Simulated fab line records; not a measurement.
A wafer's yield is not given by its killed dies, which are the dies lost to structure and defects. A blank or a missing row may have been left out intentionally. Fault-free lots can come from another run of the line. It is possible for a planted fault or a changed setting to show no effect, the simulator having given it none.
Split-lot experiment ; flow n5_finfet ; 21 wafers read across 7 lots, on a route 1938 steps long

== ON THE SPLIT ==
At N5_PASSIVATION_PECVD_35 (deposits SiNx from SiH4/NH3/N2, target thk 700 nm, time 151.3 s), the setting time_s was moved away from the recipe's 151.3 s on 7 of the 21 wafers read, by -14.9% to +7.3%. All remaining wafers had this setting at the recipe value.

The reading is taken at the split's own step.

== THE READING ==
SiNx_of_PASSIVATION_PECVD_35.thk_nm (the simulator's own value, which no gauge read), in nm, at N5_PASSIVATION_PECVD_35 (deposits SiNx from SiH4/NH3/N2, target thk 700 nm, time 151.3 s). There is no usual value for it anywhere in the file. Average 699.9 nm, standard deviation 11 nm, over the 14 wafers here run with the recipe.

wafer;tool, chamber at the split;time_s as run, s;against the recipe;SiNx_of_PASSIVATION_PECVD_35.thk_nm, nm;against lot-mates on the recipe
L075.1;pecvd-02, 0;151.3;recipe;698.4;-
L075.3;pecvd-02, 2;158.7;+4.9%;726.8;+21.0
L075.6;pecvd-02, 0;151.3;recipe;713.2;-
L078.2;pecvd-01, 2;151.3;recipe;688.4;-
L078.3;pecvd-01, 1;151.3;recipe;688;-
L078.6;pecvd-01, 0;151.3;recipe;710.8;-
L081.4;pecvd-04, 0;128.8;-14.9%;604;-104.4
L081.5;pecvd-04, 1;151.3;recipe;703.8;-
L081.6;pecvd-04, 2;151.3;recipe;713;-
L080.3;pecvd-01, 2;162.4;+7.3%;733.4;+41.4
L080.5;pecvd-01, 1;151.3;recipe;692;-
L080.6;pecvd-01, 2;162.4;+7.3%;745;+53.0
L082.2;pecvd-01, 0;151.3;recipe;694.2;-
L082.3;pecvd-01, 2;151.3;recipe;686.6;-
L082.6;pecvd-01, 2;151.3;recipe;691.2;-
L084.1;pecvd-01, 2;151.3;recipe;698;-
L084.3;pecvd-01, 1;151.3;recipe;697.6;-
L084.4;pecvd-01, 0;151.3;recipe;723.4;-
L091.2;pecvd-01, 2;140.7;-7.0%;646;no lot-mate on the recipe
L091.5;pecvd-01, 2;140.7;-7.0%;650.4;no lot-mate on the recipe
L091.6;pecvd-01, 0;140.7;-7.0%;670.2;no lot-mate on the recipe

FIT RESULTS
A straight line over all 21 wafers: SiNx_of_PASSIVATION_PECVD_35.thk_nm changes by +6.1 nm for each +1% of time_s; r = +0.95; the points scatter about the line by 11 nm.
The same after taking each lot's own level away (the mean of its wafers on the recipe; 18 wafers): +6.67 nm for each +1%; r = +0.96; scatter 8.6 nm.
According to that fit, moving time_s by its largest amount changes the reading by 99 nm.
Across the lots, their own levels run from 690.67 to 708.40 nm, a range of 1.6 times the standard deviation given above.
The two slopes agree, so the slope changes little with the lot-to-lot level.
Check: -90.5 nm against its lot-mates is what the line predicts for one of the wafers moved furthest among these (-14.9%) when that wafer is left out of the fit. It came out at -104 nm against them.

== THE OTHER SPLITS THESE WAFERS WENT THROUGH ==
These wafers also went through other splits before the reading. Each is held against what the fit with the lots' levels taken away leaves over:
other split on the same wafers;wafers away from the commonest value;r with SiNx_of_PASSIVATION_PECVD_35.thk_nm (lot level and that fit taken away)
N5_BEOL_M13_DESCUM_33 time_s;8;-0.08
N5_BEOL_M14_COAT_65 spin_rpm;8;+0.15
N5_BEOL_M14_EXPOSE_25 dose_mj;7;-0.08
N5_BEOL_M15_SPUTTER_43 power_w;8;+0.06
N5_BEOL_M15_SPUTTER_44 power_w;5;+0.36
N5_MIM_BOT_ETCH_ETCH_04 time_s;8;-0.13

== FILE'S OWN FIT ==
SiNx_of_PASSIVATION_PECVD_35.thk_nm changes by +6.7 nm for each +1% of time_s, r = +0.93.
